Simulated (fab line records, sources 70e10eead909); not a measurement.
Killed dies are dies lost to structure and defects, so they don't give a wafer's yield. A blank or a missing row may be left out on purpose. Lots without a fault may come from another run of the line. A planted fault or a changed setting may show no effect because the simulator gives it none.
Problem report in the 8D (eight disciplines) form, filled by code | flow nand_harc | the parts of the form that need people (team, actions taken, sign-off) are left out

1. THE PROBLEM
cd_nm at NHARC_A_BLC_CD_MEAS_10 reads a mean of 96.9 nm on 6 wafers of 2 lots; wafers without a fault read 100.1 nm with a standard deviation of 0.5. That is -6.5 standard deviations from the usual mean.
The step: target cd 100 nm.
First seen on wafer L851.3, day 19 10:59, on cd_sem-02. The record holds 36 wafers of 12 lots with a number at this step. Rule for "out", or "out of limits": more than 4 standard deviations from the usual mean. The other wafers with a number count as sound.

2. WHAT IT IS AND WHAT IT IS NOT
question                    | is                     | is not
which readings at this step | cd_nm                  | -
which lots                  | L851, L853             | L843, L844, L852, L858, L859, L860, L863, L864, L865, L866
which wafers of those lots  | all that have a number | -
read on which gauges        | cd_sem-02, cd_sem-03   | cd_sem-01
when                        | from day 19 10:59      | up to then (9 sound wafers); but 21 sound wafers of L858, L859, L860, L863, L864, L865, L866 came after

3. SUSPECTS, AND WHAT RULES EACH OUT
Counting: a tool at a process step up to the reading stays a suspect if it ran every lot that is out and no sound lot after the first of them.
- the gauge at NHARC_A_BLC_CD_MEAS_10: ruled out. The wafers that are out were read on 2 gauges (cd_sem-02, cd_sem-03).
- litho_track-04 at NHARC_A_BLC_PEB_08 (peb time 65 s): kept. It ran every lot that is out, first L851 (day 19 10:54), and no sound lot after that; its last sound lot up to then is L844 (day 17 09:09). Its own readings are out on those wafers: plate_temp_C.
Left after counting: litho_track-04 at NHARC_A_BLC_PEB_08.

4. THE CAUSE (what the simulator had put in)
Process parameter drift: litho_track-04, from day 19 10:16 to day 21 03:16, at NHARC_A_BLC_PEB_08. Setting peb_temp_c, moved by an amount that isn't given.
Counting left only this tool.

5. THE CHAIN OF EFFECTS, in route order
Each row: a reading whose mean over the struck wafers that have a number lies more than 3 standard deviations from the usual. Only readings for which the record gives a usual standard deviation are gone through. hours: the time from each lot's start at the first step in this table that gives one to its start at this step, as a median over the lots. sigmas: the change in usual standard deviations.
hours | step                   | reading              | usual    | on struck wafers | change | sigmas
0     | NHARC_A_BLC_PEB_08     | heater_power_total_W | 156.5 W  | 154.7            | -1.8   | -4.3
0     | NHARC_A_BLC_PEB_08     | plate_temp_C         | 99.99 C  | 99.09            | -0.89  | -6.4
0     | NHARC_A_BLC_CD_MEAS_10 | cd_nm                | 100.1 nm | 96.9             | -3.2   | -6.5
The process steps in it:
- NHARC_A_BLC_PEB_08: peb time 65 s.
Later measuring or inspecting steps at which every struck wafer that the step has a row for has a number for every such reading, and none has moved that far: NHARC_A_BLC_CD_MEAS_19.

6. WHAT WOULD HAVE CAUGHT IT SOONER
In this record the first reading out of limits at a measuring or inspecting step was taken at day 19 10:59, 1 hour after the fault began at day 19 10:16.
The tool's own readings at NHARC_A_BLC_PEB_08 were out on every struck wafer that the step has a row for (plate_temp_C): an alarm limit on them would have fired on the first of those.
Of the lots that are out (2), L853 began NHARC_A_BLC_PEB_08 on litho_track-04 after day 19 10:59. A hold on the tool at that time would have spared it.
